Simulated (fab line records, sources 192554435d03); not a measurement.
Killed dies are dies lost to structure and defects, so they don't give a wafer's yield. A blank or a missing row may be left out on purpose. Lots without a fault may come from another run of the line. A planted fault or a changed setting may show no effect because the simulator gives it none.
One fault seen from 2 desks | flow n5_finfet | each desk has only its own numbers; what lay behind them comes last

THE TOOL OWNER'S DESK: litho_track-05
The tool's own readings at N5_SD_EPI_N_COAT_32 (time 60 s, resist thk 350 nm): means of the sampled wafers that have a number, for each lot that ran on this tool. A lot is out of limits, marked OUT, if its mean lies more than 4 standard deviations from the usual mean; the brackets give that distance.
Columns: A = heater_power_total_W at N5_SD_EPI_N_COAT_32, usual 500.4 W; B = plate_temp_C at N5_SD_EPI_N_COAT_32, usual 250.02 C
lot  | first seen here | A                | B
L765 | day 3 19:04     | 500.7            | 249.96
L766 | day 3 23:43     | 502.0            | 249.90
L770 | day 5 05:20     | 499.4            | 250.16
L772 | day 5 15:47     | 499.4            | 250.12
L777 | day 6 18:14     | 516.2 (+8.3) OUT | 256.86 (+40) OUT
L780 | day 7 14:58     | 520.2 (+10) OUT  | 256.97 (+41) OUT
This desk's finding: out of limits on L777, L780; first on L777, day 6 18:14 (heater_power_total_W at N5_SD_EPI_N_COAT_32). In limits: L765, L766, L770, L772.

THE METROLOGY DESK
What the gauges read, lot by lot, whatever tool the lot ran on: means of the sampled wafers that have a number. A lot is out of limits, marked OUT, if its mean lies more than 4 standard deviations from the usual mean; the brackets give that distance. Of its 11 readings 7 are shown: those that lie furthest out on some lot.
Columns: A = cd_nm at N5_SD_EPI_N_CD_MEAS_09, usual 119.9 nm; B = DIBL_N at N5_BEOL_M4_RC_MEAS_101, usual 36.3 mV/V; C = IOFF_N at N5_BEOL_M4_RC_MEAS_101, usual 0.164 nA/um; D = IOFF_P at N5_BEOL_M4_RC_MEAS_101, usual 0.214 nA/um; E = ION_P at N5_BEOL_M4_RC_MEAS_101, usual 461 uA/um; F = VT_N at N5_BEOL_M4_RC_MEAS_101, usual 249.4 mV; G = VT_P at N5_BEOL_M4_RC_MEAS_101, usual -250.0 mV
lot  | first seen here | A     | B    | C     | D     | E   | F     | G
L764 | day 3 15:03     | 119.9 | 34.9 | 0.142 | 0.183 | 455 | 250.5 | -254.1
L765 | day 3 19:26     | 119.7 | 35.7 | 0.158 | 0.190 | 458 | 249.5 | -251.6
L766 | day 4 00:05     | 120.2 | 36.3 | 0.155 | 0.192 | 452 | 252.5 | -251.3
L770 | day 5 05:43     | 119.8 | 36.3 | 0.178 | 0.226 | 464 | 247.1 | -249.1
L772 | day 5 16:09     | 119.3 | 35.5 | 0.165 | 0.215 | 464 | 248.4 | -250.2
L777 | day 6 18:37     | 119.9 | 35.8 | 0.147 | 0.212 | 466 | 252.1 | -247.1
L778 | day 7 07:32     | 120.3 | 35.1 | 0.143 | 0.205 | 462 | 250.4 | -249.4
L780 | day 7 15:20     | 121.0 | 33.6 | 0.132 | 0.180 | 456 | 252.2 | -252.0
L784 | day 8 18:32     | 120.0 | 38.4 | 0.189 | 0.228 | 465 | 248.2 | -250.1
This desk's finding: nothing out of limits on any of the 9 lots.

PUT TOGETHER
The tool owner's desk could have raised an alarm at day 6 18:14, on L777, L780.
The metrology desk saw nothing out of limits.
The metrology desk has L777, L780 on record, within its limits.
Of the lots named, all ran N5_SD_EPI_N_COAT_32 on litho_track-05.

WHAT THE SIMULATOR HAD PUT IN
Process parameter drift: litho_track-05, from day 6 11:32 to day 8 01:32, at N5_SD_EPI_N_COAT_32. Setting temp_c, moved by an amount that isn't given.
Lots struck among those shown: L777, L780.
Hours from the fault's start to each desk's first reading out of limits: the tool owner's desk, 7.
